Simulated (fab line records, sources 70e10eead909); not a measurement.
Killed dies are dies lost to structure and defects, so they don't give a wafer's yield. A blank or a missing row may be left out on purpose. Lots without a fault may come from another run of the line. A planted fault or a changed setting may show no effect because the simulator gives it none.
fab line records | flow nand_harc
record lots=24 wafers=72 last_day=33
route steps=1302 shown P_M1@308 P_M2@331 P_BONDPAD@369
lots that met no fault: from a run of the same line without faults
start_h: hours from the record's first day to the start of the lot's first wafer shown | wait_h: hours since the lot's step before | " the same as in the row above | L1.1+2: a row that stands for several wafers | - no value, or no start given | * or withheld: withheld | < > ~ a bound
route shown NAME@n: a module of which the file shows steps, and the number in the route of the first | usual: mean/standard deviation of fault-free wafers | same: alike in all rows | chamber/n: place in a boat | sites: the reading at each site | _std_site: their standard deviation | _edge_site: outer sites' mean less inner sites' | radius_mm: how far each site lies from the wafer's centre | mask NAME#n: copy n | behind: the tool/chamber that last shaped the wafer | hold: why the lot was held/for how many hours/how that ended | device: the transistor (n, p or np) that didn't switch | end of line: the same wafers' tests at the end of the route | a step without rows: its recipe alone | killed: dies lost to structure and defects at the first sort, not the wafer's yield | map: a wafer's dies, x killed, . not, _ none there
set.NAME: the setting as run; set.NAME@STEP: as run at that earlier step | model.NAME: the simulator's own value behind a step, which no gauge read
steps of the route over a sample of lots; a table a step, a row a wafer
services: from which hour (start_h, from the record's first day; less than 0 if before it) a tool's chamber was out of use, for how many hours, and why
## steps
# step NHARC_P_M1_PVD_21
# recipe target_thk_a=300 chamber_pressure_pa=5 power_w=5000 substrate_temp_c=30 time_s=20.49 material=Cu
# usual throttle_valve_pct=29.8/0.87
# columns lot.wafer tool chamber start_h wait_h throttle_valve_pct
L074.1 pvd_sputter-02 - - - 29.0
L074.4 " - " " 30.1
L074.5 " - " " 30.5
L075.1 pvd_sputter-01 - - - 29.3
L075.4 " - " " 30.7
L075.5 " - " " 29.9
L076.3 pvd_sputter-02 - - - 30.2
L076.1 " - " " 31.6
L076.5 " - " " 30.4
L077.1 pvd_sputter-03 - - - 30.1
L077.3 " - " " 28.9
L077.4 " - " " 30.1
L078.3 pvd_sputter-01 - - - 28.2
L078.2 " - " " 29.8
L078.4 " - " " 31.0
L079.4 pvd_sputter-02 - - - 30.4
L079.1 " - " " 31.7
L079.6 " - " " 30.3
L080.4 pvd_sputter-01 - - - 30.8
L080.2 " - " " 29.6
L080.6 " - " " 30.9
L081.3 pvd_sputter-03 - - - 29.9
L081.2 " - " " 30.0
L081.6 " - " " 28.8
L082.2 pvd_sputter-03 - - - 29.8
L082.5 " - " " 29.1
L082.6 " - " " 29.9
L083.3 pvd_sputter-02 - - - 31.8
L083.2 " - " " 29.8
L083.4 " - " " 30.3
L084.1 pvd_sputter-02 - - - 30.3
L084.2 " - " " 31.7
L084.6 " - " " 30.2
L085.1 pvd_sputter-01 - - - 30.8
L085.3 " - " " 27.9
L085.6 " - " " 30.4
L086.2 pvd_sputter-03 - - - 28.8
L086.4 " - " " 29.8
L086.6 " - " " 29.9
L087.2 pvd_sputter-01 - - - 30.1
L087.4 " - " " 30.3
L087.5 " - " " 30.1
L088.3 pvd_sputter-02 - - - 30.0
L088.2 " - " " 30.4
L088.5 " - " " 31.8
L089.2 pvd_sputter-03 - - - 29.9
L089.3 " - " " 29.8
L089.4 " - " " 29.3
L090.3 pvd_sputter-01 - - - 27.9
L090.2 " - " " 30.4
L090.6 " - " " 27.9
L091.2 pvd_sputter-03 - - - 29.7
L091.3 " - " " 30.0
L091.6 " - " " 29.9
L092.3 pvd_sputter-03 - - - 29.6
L092.6 " - " " 30.0
L092.5 " - " " 29.8
L093.1 pvd_sputter-03 - - - 29.1
L093.4 " - " " 29.9
L093.5 " - " " 30.1
L094.4 pvd_sputter-03 - - - 29.8
L094.5 " - " " 28.9
L094.6 " - " " 29.9
L095.3 pvd_sputter-01 - - - 30.2
L095.2 " - " " 30.8
L095.1 " - " " 29.9
L096.1 pvd_sputter-03 - - - 29.9
L096.2 " - " " 28.7
L096.6 " - " " 30.1
L097.1 pvd_sputter-02 - - - 31.2
L097.3 " - " " 29.1
L097.5 " - " " 31.8
# step NHARC_P_M2_DESCUM_14
# recipe time_s=3 o2_flow_sccm=200 ar_flow_sccm=0 bias_power_w=0 chemistry=O2
# usual drypump_motor_current_A=5.7/0.56 o2_flow_sccm=200.0/0.64 oes_product_au=1.005/0.012 rf_vpp_V=57.9/0.93 showerhead_plenum_p_Torr=1.93/0.073 throttle_valve_pct=11.311/0.0095
# columns lot.wafer tool chamber start_h wait_h drypump_motor_current_A o2_flow_sccm oes_product_au rf_hours_counter_h rf_vpp_V showerhead_plenum_p_Torr throttle_valve_pct
L074.1 rie_diel-09 3 133.58 0.1 5.4 199.0 0.983 7.5 57.0 2.06 11.312
L074.4 " 0 " " 6.4 200.3 0.993 7.8 57.0 1.87 11.305
L074.5 " 0 " " 6.4 199.6 0.995 - 57.0 1.87 11.329
L075.1 rie_diel-07 2 145.72 0.1 6.0 200.4 1.014 0.9 56.3 1.92 11.326
L075.5 " 3 " " 5.5 200.7 0.995 - 57.8 1.87 11.308
L075.4 " 1 " " 6.7 200.1 1.004 - 56.8 2.00 11.308
L076.3 rie_diel-07 0 153.82 0.1 5.0 200.3 0.995 0.9 58.9 1.91 11.317
L076.1 " 1 " " 6.7 199.7 1.020 1.2 58.2 2.00 11.316
L076.5 " 1 " " 6.7 200.4 1.028 - 58.7 2.00 11.311
L077.1 rie_diel-07 1 158.54 0.1 6.7 201.2 1.003 1.3 58.6 2.00 11.298
L077.3 " 2 " " 5.9 199.4 1.026 1.4 56.3 1.92 11.301
L077.4 " 3 " " 5.5 200.7 1.007 1.2 57.6 1.87 11.321
L078.3 rie_diel-07 1 170.29 0.1 6.7 200.4 1.025 1.6 58.6 2.00 11.325
L078.2 " 3 " " 5.5 200.3 1.021 1.7 57.3 1.87 11.312
L078.4 " 0 " " 5.0 200.6 0.996 1.4 55.6 1.91 11.298
L079.4 rie_diel-07 1 176.24 0.1 6.7 199.6 1.011 1.8 58.2 2.00 11.324
L079.1 " 3 " " 5.5 199.8 1.019 1.9 58.4 1.87 11.314
L079.6 " 1 " " 6.8 199.1 1.011 - 58.4 2.00 11.332
L080.2 rie_diel-13 1 189.15 0.1 5.3 199.8 0.997 1.1 59.9 2.03 11.295
L080.4 " 3 " " 4.9 199.3 0.998 1.1 58.5 2.01 11.323
L080.6 " 1 " " 5.4 200.1 0.996 - 58.3 2.03 11.303
L081.2 rie_diel-13 1 196.78 0.1 5.3 200.1 0.983 1.3 59.8 2.03 11.287
L081.3 " 2 " " 5.5 199.5 1.006 1.3 58.4 1.92 11.328
L081.6 " 2 " " 5.5 199.1 1.002 - 57.5 1.92 11.312
L082.2 rie_diel-07 2 211.59 0.1 5.9 198.9 1.016 3.2 56.9 1.92 11.306
L082.6 " 2 " " 5.9 199.3 1.015 - 57.2 1.92 11.308
L082.5 " 3 " " 5.5 200.2 1.011 - 57.3 1.87 11.299
L083.4 rie_diel-13 1 217.88 0.1 5.3 200.3 0.990 2.7 57.0 2.03 11.316
L083.3 " 2 " " 5.6 199.4 0.996 3.2 57.9 1.92 11.304
L083.2 " 0 " " 5.8 200.0 1.011 3.2 57.2 1.84 11.298
L084.1 rie_diel-13 2 223.55 0.1 5.5 199.2 1.001 3.4 56.7 1.92 11.293
L084.2 " 3 " " 4.8 200.5 0.998 3.9 58.1 2.01 11.312
L084.6 " 2 " " 5.5 199.3 1.011 - 57.7 1.92 11.308
L085.1 rie_diel-07 3 249.26 0.1 5.5 201.3 1.015 4.6 58.0 1.87 11.311
L085.3 " 1 " " 6.7 200.5 1.026 4.9 58.7 2.00 11.306
L085.6 " 3 " " 5.5 201.6 1.011 - 57.3 1.87 11.313
L086.4 rie_diel-13 2 254.79 0.1 5.5 200.9 1.013 4.3 56.4 1.92 11.305
L086.2 " 0 " " 5.9 200.7 1.008 4.9 57.6 1.84 11.308
L086.6 " 3 " " 4.8 199.6 0.995 - 59.4 2.01 11.294
L087.2 rie_diel-09 2 258.38 0.1 5.5 199.5 0.995 5.3 56.5 1.80 11.309
L087.4 " 3 " " 5.4 200.5 0.990 5.0 57.8 2.06 11.317
L087.5 " 3 " " 5.4 200.6 0.984 - 58.9 2.06 11.302
L088.2 rie_diel-07 1 276.23 0.1 6.8 200.0 1.031 5.9 57.3 2.00 11.309
L088.3 " 0 " " 5.1 199.8 1.012 6.0 56.4 1.91 11.302
L088.5 " 2 " " 5.9 199.2 1.013 - 57.3 1.92 11.323
L089.2 rie_diel-07 1 286.89 0.1 6.7 199.2 1.029 6.6 58.9 2.00 11.319
L089.4 " 2 " " 6.0 199.4 1.010 6.1 57.9 1.92 11.311
L089.3 " 3 " " 5.5 198.8 1.016 6.9 57.8 1.87 11.318
L090.2 rie_diel-13 3 299.77 0.1 4.8 200.6 0.983 6.9 57.9 2.01 11.330
L090.3 " 0 " " 5.9 200.1 1.009 7.8 57.6 1.84 11.304
L090.6 " 1 " " 5.4 201.3 0.994 - 57.1 2.03 11.303
L091.2 rie_diel-13 2 300.50 0.1 5.6 200.3 1.003 7.1 57.5 1.92 11.317
L091.3 " 3 " " 4.8 199.8 0.997 7.0 60.2 2.01 11.306
L091.6 " 0 " " 5.8 199.7 1.007 - 58.0 1.84 11.311
L092.3 rie_diel-07 1 307.26 0.1 6.8 199.7 1.022 0.0 59.3 2.00 11.307
L092.5 " 3 " " 5.5 199.3 0.999 - 58.7 1.87 11.317
L092.6 " 0 " " 5.1 199.9 1.001 - 56.7 1.91 11.291
L093.4 rie_diel-13 2 315.04 0.1 5.6 199.8 1.003 7.2 59.1 1.92 11.312
L093.1 " 3 " " 4.8 200.5 0.987 7.0 58.2 2.01 11.312
L093.5 " 3 " " 4.9 200.8 0.994 - 58.7 2.01 11.313
L094.5 rie_diel-07 0 329.22 0.1 5.0 200.8 1.004 - 58.7 1.91 11.302
L094.6 " 1 " " 6.7 199.7 1.008 - 57.8 2.00 11.315
L094.4 " 3 " " 5.5 200.2 0.998 - 59.0 1.87 11.296
L095.2 rie_diel-13 3 338.94 0.1 4.8 200.1 1.004 9.4 57.6 2.01 11.322
L095.1 " 0 " " 5.8 199.4 1.020 10.1 59.0 1.84 11.285
L095.3 " 1 " " 5.4 199.4 0.996 10.5 57.7 2.03 11.315
L096.1 rie_diel-07 3 351.24 0.1 5.5 199.9 0.998 2.3 58.3 1.87 11.307
L096.2 " 1 " " 6.8 199.2 1.006 2.0 59.5 2.00 11.327
L096.6 " 3 " " 5.5 199.0 1.008 - 56.5 1.87 11.315
L097.3 rie_diel-09 0 364.81 0.1 6.4 199.5 1.010 2.7 57.2 1.86 11.312
L097.1 " 3 " " 5.5 201.0 1.000 3.0 59.0 2.05 11.321
L097.5 " 0 " " 6.4 200.5 1.000 - 57.1 1.86 11.318
# step NHARC_P_BONDPAD_ETCH_12
# recipe target_depth_a=2000 time_s=100 chf3_flow_sccm=50 o2_flow_sccm=10 ar_flow_sccm=200 rf_w=500 bias_w=200 chemistry=CHF3/O2
# usual drypump_motor_current_A=5.9/0.34 o2_flow_sccm=10.00/0.03 oes_product_au=0.950/0.024 rf_vpp_V=370.8/2.8 showerhead_plenum_p_Torr=2.41/0.13 throttle_valve_pct=20.572/0.0091
# columns lot.wafer tool chamber start_h wait_h drypump_motor_current_A o2_flow_sccm oes_product_au rf_hours_counter_h rf_vpp_V showerhead_plenum_p_Torr throttle_valve_pct
L074.4 rie_diel-02 2 - - 6.1 10.03 0.955 5.2 374.4 2.57 20.559
L074.1 " 3 " " 5.9 9.98 0.977 5.3 373.5 2.54 20.576
L074.5 " 2 " " 6.1 10.03 0.966 - 374.7 2.57 20.576
L075.4 rie_diel-02 0 - - 6.0 9.98 0.952 5.9 366.1 2.24 20.576
L075.1 " 1 " " 6.0 9.98 0.924 5.4 374.0 2.57 20.577
L075.5 " 2 " " 6.1 9.98 0.944 - 375.3 2.57 20.573
L076.1 rie_diel-08 2 - - 5.3 9.99 0.966 2.4 372.4 2.52 20.580
L076.3 " 3 " " 5.6 9.99 0.960 2.5 369.3 2.29 20.577
L076.5 " 2 " " 5.3 10.04 0.976 - 372.2 2.52 20.577
L077.3 rie_diel-08 1 - - 5.8 9.97 0.971 2.4 368.8 2.31 20.550
L077.1 " 2 " " 5.3 10.04 0.988 2.5 373.5 2.52 20.568
L077.4 " 0 " " 5.9 9.92 0.963 2.8 367.3 2.28 20.583
L078.3 rie_diel-02 1 - - 6.1 9.97 0.916 6.6 373.7 2.57 20.568
L078.4 " 2 " " 6.1 9.98 0.925 7.4 375.0 2.57 20.581
L078.2 " 3 " " 6.0 10.01 0.924 7.5 373.2 2.54 20.574
L079.4 rie_diel-08 2 - - 5.3 10.02 0.939 2.9 372.4 2.52 20.571
L079.1 " 3 " " 5.6 10.01 0.923 2.9 367.7 2.29 20.582
L079.6 " 3 " " 5.7 10.04 0.938 - 368.7 2.29 20.573
L080.4 rie_diel-04 1 - - 5.7 10.00 0.974 0.6 373.1 2.43 20.553
L080.2 " 3 " " 5.9 10.02 0.962 0.8 368.8 2.35 20.574
L080.6 " 1 " " 5.7 10.00 0.973 - 370.2 2.43 20.585
L081.3 rie_diel-04 2 - - 6.8 9.98 0.978 0.8 368.1 2.26 20.565
L081.2 " 0 " " 5.4 10.05 0.968 0.8 374.6 2.57 20.576
L081.6 " 1 " " 5.7 10.00 0.967 - 372.5 2.43 20.587
L082.2 rie_diel-04 2 - - 6.8 9.99 0.925 2.7 366.9 2.26 20.567
L082.5 " 2 " " 6.7 9.97 0.930 - 367.6 2.26 20.577
L082.6 " 3 " " 5.9 10.03 0.929 - 371.3 2.35 20.579
L083.2 rie_diel-08 0 - - 5.9 10.00 0.919 0.3 368.2 2.28 20.569
L083.4 " 1 " " 5.8 10.05 0.911 0.3 369.1 2.31 20.570
L083.3 " 2 " " 5.3 10.01 0.979 0.3 372.7 2.52 20.569
L084.2 rie_diel-02 1 - - 6.1 10.01 0.977 0.0 375.2 2.57 20.574
L084.1 " 2 " " 6.1 10.00 0.967 0.0 374.7 2.57 20.575
L084.6 " 1 " " 6.0 10.02 0.983 - 372.2 2.57 20.564
L085.3 rie_diel-04 0 - - 5.4 10.00 0.976 6.2 373.1 2.56 20.573
L085.1 " 1 " " 5.8 10.04 0.946 5.4 370.9 2.43 20.587
L085.6 " 1 " " 5.7 10.02 0.948 - 371.7 2.43 20.579
L086.4 rie_diel-08 1 - - 5.8 10.05 0.953 1.2 369.8 2.31 20.577
L086.2 " 2 " " 5.3 10.01 0.958 0.9 373.2 2.52 20.567
L086.6 " 1 " " 5.8 10.02 0.963 - 368.8 2.31 20.586
L087.2 rie_diel-02 2 - - 6.1 10.02 0.986 2.8 374.2 2.56 20.568
L087.4 " 3 " " 6.0 9.96 0.981 2.2 373.6 2.54 20.570
L087.5 " 1 " " 6.1 10.00 0.961 - 374.2 2.56 20.572
L088.2 rie_diel-08 1 - - 5.8 10.02 0.973 2.0 369.4 2.31 20.573
L088.3 " 3 " " 5.6 9.94 0.962 1.6 369.6 2.29 20.588
L088.5 " 1 " " 5.8 9.93 0.969 - 368.6 2.31 20.579
L089.4 rie_diel-04 2 - - 6.8 10.00 0.916 6.9 366.1 2.26 20.573
L089.3 " 3 " " 5.9 10.05 0.915 8.0 367.9 2.35 20.569
L089.2 " 0 " " 5.4 10.00 0.924 7.9 374.8 2.56 20.556
L090.2 rie_diel-02 3 - - 5.9 10.02 0.965 5.0 372.5 2.54 20.580
L090.3 " 2 " " 6.0 10.00 0.979 5.6 374.0 2.56 20.567
L090.6 " 2 " " 6.0 9.99 0.972 - 375.1 2.56 20.573
L091.2 rie_diel-08 1 - - 5.8 10.01 0.912 3.2 369.0 2.31 20.577
L091.3 " 3 " " 5.6 9.99 0.909 2.5 367.0 2.29 20.582
L091.6 " 1 " " 5.8 10.04 0.914 - 368.7 2.31 20.577
L092.3 rie_diel-04 0 - - 5.4 9.96 0.921 8.4 373.8 2.56 20.569
L092.6 " 0 " " 5.4 9.96 0.920 - 372.8 2.56 20.567
L092.5 " 1 " " 5.7 10.02 0.923 - 371.4 2.43 20.570
L093.4 rie_diel-08 1 - - 5.8 9.98 0.971 3.4 368.4 2.31 20.581
L093.1 " 0 " " 5.9 9.99 0.964 3.4 366.9 2.28 20.568
L093.5 " 2 " " 5.3 10.00 0.986 - 374.3 2.52 20.576
L094.4 rie_diel-08 0 - - 5.9 9.98 0.961 3.7 367.5 2.28 20.569
L094.5 " 0 " " 5.9 9.97 0.961 - 367.0 2.28 20.554
L094.6 " 1 " " 5.8 9.97 0.977 - 369.1 2.31 20.583
L095.2 rie_diel-02 1 - - 6.0 9.94 0.960 7.1 373.6 2.56 20.573
L095.3 " 2 " " 6.1 10.00 0.972 6.9 374.0 2.56 20.574
L095.1 " 3 " " 6.0 10.00 0.981 6.4 374.2 2.54 20.576
L096.1 rie_diel-08 1 - - 5.8 10.02 0.930 4.7 369.8 2.31 20.572
L096.2 " 2 " " 5.3 10.01 0.934 3.8 374.2 2.52 20.604
L096.6 " 3 " " 5.6 10.00 0.909 - 366.7 2.29 20.572
L097.1 rie_diel-02 2 - - 6.1 10.00 0.919 8.0 373.6 2.56 20.561
L097.3 " 0 " " 6.0 9.97 0.934 7.6 366.9 2.23 20.559
L097.5 " 3 " " 5.9 10.04 0.925 - 373.1 2.54 20.557
# step NHARC_P_BONDPAD_DEGAS_25
# recipe temp_c=300 time_s=60
# usual heater_power_w=470/41
# columns lot.wafer tool chamber start_h wait_h heater_power_w
L074.4 pvd_sputter-03 - 139.10 - 446
L074.1 " - " " 518
L074.5 " - " " 457
L075.4 pvd_sputter-01 - 151.59 - 528
L075.1 " - " " 467
L075.5 " - " " 471
L076.3 pvd_sputter-03 - 159.47 - 454
L076.1 " - " " 499
L076.5 " - " " 528
L077.1 pvd_sputter-01 - 164.13 - 452
L077.3 " - " " 521
L077.4 " - " " 468
L078.3 pvd_sputter-02 - 175.71 - 514
L078.2 " - " " 386
L078.4 " - " " 446
L079.4 pvd_sputter-01 - 181.80 - 448
L079.1 " - " " 472
L079.6 " - " " 447
L080.4 pvd_sputter-01 - 194.79 - 461
L080.2 " - " " 542
L080.6 " - " " 468
L081.2 pvd_sputter-02 - 202.41 - 394
L081.3 " - " " 460
L081.6 " - " " 521
L082.2 pvd_sputter-01 - 217.11 - 487
L082.6 " - " " 445
L082.5 " - " " 524
L083.2 pvd_sputter-03 - 223.39 - 436
L083.3 " - " " 479
L083.4 " - " " 508
L084.1 pvd_sputter-02 - 228.91 - 511
L084.2 " - " " 398
L084.6 " - " " 466
L085.3 pvd_sputter-03 - 256.43 - 475
L085.1 " - " " 482
L085.6 " - " " 475
L086.4 pvd_sputter-02 - 260.30 - 388
L086.2 " - " " 461
L086.6 " - " " 397
L087.4 pvd_sputter-01 - 264.13 - 449
L087.2 " - " " 548
L087.5 " - " " 538
L088.2 pvd_sputter-01 - 281.73 - 541
L088.3 " - " " 447
L088.5 " - " " 449
L089.4 pvd_sputter-01 - 292.34 - 454
L089.2 " - " " 447
L089.3 " - " " 525
L090.3 pvd_sputter-02 - 305.19 - 434
L090.2 " - " " 514
L090.6 " - " " 430
L091.3 pvd_sputter-01 - 306.04 - 550
L091.2 " - " " 456
L091.6 " - " " 439
L092.3 pvd_sputter-02 - 312.80 - 386
L092.6 " - " " 395
L092.5 " - " " 445
L093.1 pvd_sputter-02 - 320.85 - 405
L093.4 " - " " 454
L093.5 " - " " 405
L094.4 pvd_sputter-03 - 334.79 - 518
L094.6 " - " " 432
L094.5 " - " " 478
L095.3 pvd_sputter-01 - 344.33 - 442
L095.1 " - " " 536
L095.2 " - " " 457
L096.1 pvd_sputter-02 - 356.69 - 515
L096.2 " - " " 396
L096.6 " - " " 437
L097.1 pvd_sputter-01 - 370.54 - 456
L097.3 " - " " 451
L097.5 " - " " 541
# step NHARC_P_BONDPAD_CMP_19
# recipe t_overpolish_s=30 cu_recess_touch_s=16 target_thk_nm=160.81
# usual motor_current_A=12.1/1.5 overpolish_run_s=30.000/0.0096
# columns lot.wafer tool chamber start_h wait_h motor_current_A overpolish_run_s
L074.1 cmp-03 2 140.25 - 13.3 30.003
L074.4 " 3 " " 11.2 29.983
L074.5 " 0 " " 12.1 29.991
L075.1 cmp-04 1 152.73 - 10.9 29.984
L075.4 " 2 " " 14.0 29.984
L075.5 " 3 " " 10.2 30.015
L076.3 cmp-03 0 160.58 - 11.5 30.009
L076.1 " 1 " " 11.0 30.008
L076.5 " 0 " " 11.7 30.010
L077.3 cmp-04 0 165.38 - 11.2 29.991
L077.4 " 2 " " 13.9 30.002
L077.1 " 3 " " 10.6 30.004
L078.4 cmp-04 1 176.81 - 11.5 30.018
L078.3 " 2 " " 14.8 30.005
L078.2 " 0 " " 11.1 30.000
L079.4 cmp-04 2 183.28 - 13.5 29.997
L079.1 " 3 " " 10.6 30.010
L079.6 " 2 " " 14.5 30.015
L080.2 cmp-04 1 195.87 - 11.1 30.008
L080.4 " 2 " " 14.6 29.995
L080.6 " 2 " " 14.5 29.985
L081.2 cmp-04 3 203.51 - 10.5 29.987
L081.3 " 1 " " 11.1 30.003
L081.6 " 2 " " 15.4 29.991
L082.2 cmp-04 3 218.29 - 10.3 29.996
L082.5 " 0 " " 11.4 30.000
L082.6 " 1 " " 11.2 29.997
L083.3 cmp-03 1 224.47 - 12.0 29.998
L083.2 " 2 " " 13.7 30.004
L083.4 " 3 " " 10.6 30.005
L084.1 cmp-04 1 230.05 - 11.5 30.002
L084.2 " 2 " " 14.3 29.986
L084.6 " 3 " " 10.6 29.992
L085.3 cmp-03 3 257.63 - 10.9 30.001
L085.1 " 0 " " 11.7 30.010
L085.6 " 2 " " 13.0 30.007
L086.2 cmp-01 3 261.39 - 15.8 29.993
L086.4 " 0 " " 11.9 30.000
L086.6 " 0 " " 12.2 30.006
L087.2 cmp-04 1 265.25 - 11.6 30.003
L087.4 " 2 " " 14.3 30.010
L087.5 " 1 " " 11.4 30.019
L088.3 cmp-04 2 282.86 - 14.4 29.996
L088.2 " 3 " " 10.8 29.985
L088.5 " 1 " " 11.6 30.007
L089.2 cmp-01 3 293.43 - 15.6 29.999
L089.3 " 0 " " 11.8 30.012
L089.4 " 1 " " 13.0 29.990
L090.3 cmp-03 1 306.26 - 10.9 29.994
L090.2 " 3 " " 11.2 30.010
L090.6 " 2 " " 12.9 30.010
L091.2 cmp-03 3 307.21 - 11.6 29.998
L091.3 " 0 " " 11.9 30.008
L091.6 " 2 " " 13.4 30.007
L092.3 cmp-03 0 313.93 - 11.5 30.012
L092.6 " 2 " " 13.0 29.999
L092.5 " 3 " " 11.1 29.983
L093.1 cmp-01 2 321.99 - 10.2 29.993
L093.4 " 3 " " 16.8 29.999
L093.5 " 1 " " 12.2 30.000
L094.4 cmp-03 3 335.89 - 10.8 29.991
L094.6 " 2 " " 12.9 30.002
L094.5 " 3 " " 10.8 30.001
L095.1 cmp-01 1 345.41 - 12.8 30.002
L095.2 " 2 " " 10.1 29.997
L095.3 " 3 " " 15.7 29.982
L096.2 cmp-01 3 357.76 - 15.7 29.997
L096.1 " 0 " " 12.2 29.999
L096.6 " 0 " " 11.9 29.999
L097.3 cmp-03 0 371.60 - 12.1 30.009
L097.1 " 1 " " 11.3 30.016
L097.5 " 0 " " 11.9 30.011
# step NHARC_P_BONDPAD_INSPECT_23
# usual raw_defect_count=322/110
# columns lot.wafer tool chamber start_h wait_h raw_defect_count
L074.1 defect_inspect-01 - 140.74 0.0 251
L074.4 " - " " 235
L074.5 " - " " 301
L075.1 defect_inspect-02 - 153.21 0.0 353
L075.4 " - " " 443
L075.5 " - " " 339
L076.1 defect_inspect-02 - 161.10 0.0 329
L076.3 " - " " 262
L076.5 " - " " 353
L077.1 defect_inspect-02 - 165.92 0.0 300
L077.3 " - " " 409
L077.4 " - " " 253
L078.2 defect_inspect-01 - 177.36 0.0 251
L078.3 " - " " 340
L078.4 " - " " 222
L079.1 defect_inspect-02 - 183.78 0.0 770
L079.4 " - " " 310
L079.6 " - " " 337
L080.2 defect_inspect-01 - 196.42 0.0 503
L080.4 " - " " 241
L080.6 " - " " 237
L081.2 defect_inspect-01 - 204.03 0.0 293
L081.3 " - " " 298
L081.6 " - " " 384
L082.2 defect_inspect-02 - 218.75 0.0 329
L082.5 " - " " 372
L082.6 " - " " 348
L083.2 defect_inspect-01 - 225.00 0.0 277
L083.3 " - " " 309
L083.4 " - " " 210
L084.1 defect_inspect-01 - 230.53 0.0 360
L084.2 " - " " 231
L084.6 " - " " 299
L085.1 defect_inspect-02 - 258.12 0.0 344
L085.3 " - " " 396
L085.6 " - " " 615
L086.2 defect_inspect-01 - 261.91 0.0 442
L086.4 " - " " 664
L086.6 " - " " 312
L087.2 defect_inspect-02 - 265.75 0.0 203
L087.4 " - " " 526
L087.5 " - " " 461
L088.2 defect_inspect-01 - 283.33 0.0 338
L088.3 " - " " 272
L088.5 " - " " 311
L089.2 defect_inspect-01 - 293.95 0.0 275
L089.3 " - " " 360
L089.4 " - " " 479
L090.2 defect_inspect-01 - 306.79 0.0 371
L090.3 " - " " 292
L090.6 " - " " 413
L091.2 defect_inspect-01 - 307.71 0.0 452
L091.3 " - " " 468
L091.6 " - " " 234
L092.3 defect_inspect-01 - 314.40 0.0 188
L092.5 " - " " 177
L092.6 " - " " 176
L093.1 defect_inspect-02 - 322.48 0.0 307
L093.4 " - " " 199
L093.5 " - " " 235
L094.4 defect_inspect-02 - 336.42 0.0 253
L094.5 " - " " 304
L094.6 " - " " 341
L095.1 defect_inspect-02 - 345.93 0.0 341
L095.2 " - " " 349
L095.3 " - " " 432
L096.1 defect_inspect-01 - 358.31 0.0 219
L096.2 " - " " 189
L096.6 " - " " 266
L097.1 defect_inspect-02 - 372.14 0.0 210
L097.3 " - " " 222
L097.5 " - " " 343
## services
# columns tool chamber start_h hours kind
cmp-04 - 110.09 0.6 repair
cmp-04 - 111.00 4.0 pm
rie_diel-07 - 117.23 9.0 pm
rie_diel-08 1 142.64 3.8 repair
rie_diel-07 0 144.08 3.4 repair
pvd_sputter-03 - 169.21 6.8 repair
pvd_sputter-03 - 176.05 10.0 pm
cmp-04 - 190.05 2.4 repair
rie_diel-08 - 190.85 9.0 pm
rie_diel-08 2 201.55 8.5 repair
rie_diel-07 2 207.35 4.1 repair
cmp-04 - 209.00 4.0 pm
rie_diel-07 - 223.36 2.2 repair
pvd_sputter-01 - 227.23 10.0 pm
rie_diel-07 1 265.40 6.0 repair
cmp-04 - 274.53 0.3 repair
cmp-04 - 277.44 1.7 repair
pvd_sputter-02 - 282.80 10.0 pm
rie_diel-08 2 283.40 3.6 repair
cmp-04 - 284.83 0.3 repair
rie_diel-07 - 294.23 9.0 pm
pvd_sputter-03 - 313.90 0.7 repair
rie_diel-07 2 329.07 2.6 repair
pvd_sputter-03 - 354.05 10.0 pm
## key
fault none
